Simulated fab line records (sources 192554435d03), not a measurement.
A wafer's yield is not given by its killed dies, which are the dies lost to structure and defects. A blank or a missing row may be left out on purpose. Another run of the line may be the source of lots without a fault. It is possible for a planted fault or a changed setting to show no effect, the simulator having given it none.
A lot that was struck, set against a sound lot / flow n5 finfet / 35 steps out of a route of 1938
Sound: wafers L424.4, L424.5, L424.6. Struck: wafers L433.1, L433.4, L433.5. The cause is given at the end.
Order at every step that has rows: each side's tool, ch and its chambers, its first start. Under that, the readings that differ: sound wafers / struck wafers / difference of the means / sigmas: that difference in standard deviations of wafers without a fault.
alike: readings whose means differ by less than 2 such deviations, and words and numbers that are the same on both sides. not compared: withheld readings, readings that some wafer has no value for, bounds like >300 that may hide the same value, and numbers for which the record gives no deviation and whose values overlap.
A row with sigmas, a row that says differs or no value, or rows on one side alone: a step with any of these is where the two part. Non-overlapping numbers with no deviation appear without sigmas and do not part them. A reading missing from all wafers of one side parts the sides only when that side holds two or more wafers.

first, 9 steps without rows for these wafers: N5_BEOL_M13_COAT_66 (time 60 s, resist thk 110 nm); N5_BEOL_M13_COAT_22 (resist thk 300 nm); N5_BEOL_M13_EBR_24; N5_BEOL_M13_SOFTBAKE_23 (time 60 s); N5_BEOL_M13_EXPOSE_25 (exposes mask M13, target cd 210 nm); N5_BEOL_M13_PEB_26 (peb time 90 s); N5_BEOL_M13_DEVELOP_27 (develop time 45 s); N5_BEOL_M13_HARDBAKE_32 (time 120 s); N5_BEOL_M13_DESCUM_33 (chemistry O2, time 7.9 s).
N5_BEOL_M13_ETCH_67: etches SiARC in CF4, target depth 143 nm, time 238.3 s.
  sound on rie diel-01 ch 1,2,3, day 14 02:50; struck on rie diel-03 ch 0,3, day 16 16:02
  alike: cf4 flow sccm, drypump motor current A, etch rf on time s, oes product au, rf vpp V, showerhead plenum p Torr, throttle valve pct
  not compared: rf hours counter h
then, 24 steps without rows for these wafers: N5_BEOL_M13_ETCH_68 (etches SOC in N2/H2, time 355 s); N5_BEOL_M13_STRIP_69 (strips in N2/H2); N5_BEOL_M13_TRENCH_ETCH_34 (etches SiOC in C4F8/O2/Ar, target depth 413.47 nm, time 162.6 s); N5_BEOL_M13_STRIP_70 (strips in C4F8/O2/Ar); N5_BEOL_M13_STRIP_37 (strips in N2/H2); N5_BEOL_M13_ETCH_38 (etches SiCN in CF4/N2, target depth 67.5 nm, time 71.9 s); N5_BEOL_M13_PRECLEAN_39 (cleans in residue remover, time 60 s); N5_BEOL_M13_SRD_40 (time 30 s, dry time 30 s); N5_BEOL_M13_DEGAS_41 (time 60 s); N5_BEOL_M13_PRE_CLEAN_42 (time 30 s); N5_BEOL_M13_SPUTTER_43 (material TaN, target thk 15 nm, time 24.19 s); N5_BEOL_M13_SPUTTER_44 (material Ta, target thk 10 nm, time 16.13 s); N5_BEOL_M13_SPUTTER_45 (material Cu, target thk 80 nm, time 13.33 s); N5_BEOL_M13_ECD_47 (material Cu, target thk 936 nm); N5_BEOL_M13_ANNEAL_48 (time 90 s); N5_BEOL_M13_CMP_49 (polishes, stops on SiOC, t overpolish 17.1 s, target thk 420 nm); N5_BEOL_M13_PRE_CLEAN_52 (time 15 s); N5_BEOL_M13_DEP_53 (deposits SiCN from 3MS/NH3, target thk 50 nm, time 17.8 s); N5_BEOL_M14_ILD_DEP_00 (deposits SiO2 from TEOS/O2, target thk 1119.3 nm, time 237.4 s); N5_BEOL_M14_COAT_58 (time 60 s, resist thk 89 nm); N5_BEOL_M14_COAT_04 (resist thk 800 nm); N5_BEOL_M14_EBR_06; N5_BEOL_M14_SOFTBAKE_05 (time 60 s); N5_BEOL_M14_EXPOSE_07 (exposes mask V13).
N5_PASSIVATION_PROBE_49:
  sound on prober-02 at day 15 12:04; struck on prober-02 at day 18 01:23
reading=defect limited yield (%); sound=90.8 91.8 91.9; struck=85.9 85.7 84.3; difference=-6.2; sigmas=-4
reading=killed_at_M4_up; sound=18 17 14; struck=115 97 101; difference=+88; sigmas=+18
reading=killed dies; sound=108 97 96; struck=166 169 185; difference=+73; sigmas=+4
reading=killed on rim; sound=13 17 13; struck=27 28 33; difference=+15; sigmas=+4
reading=sort_bin_5_function (%); sound=5.8 5.3 4.9; struck=7.9 8.6 8.0; difference=+2.8; sigmas=+3
reading=sort n pass; sound=1072 1083 1084; struck=1014 1011 995; difference=-73; sigmas=-4
reading=sort yield pct (%); sound=90.8 91.8 91.9; struck=85.9 85.7 84.3; difference=-6.2; sigmas=-4
  alike: killed_at_M0_to_M3, killed at contacts, killed at front end, killed at other, killed open, killed short, sort_bin_4_leakage, sort_bin_6_memory

WHERE THEY PART
At N5_PASSIVATION_PROBE_49 and nowhere else, as far as this record goes.

WHY: what had been put in by the simulator
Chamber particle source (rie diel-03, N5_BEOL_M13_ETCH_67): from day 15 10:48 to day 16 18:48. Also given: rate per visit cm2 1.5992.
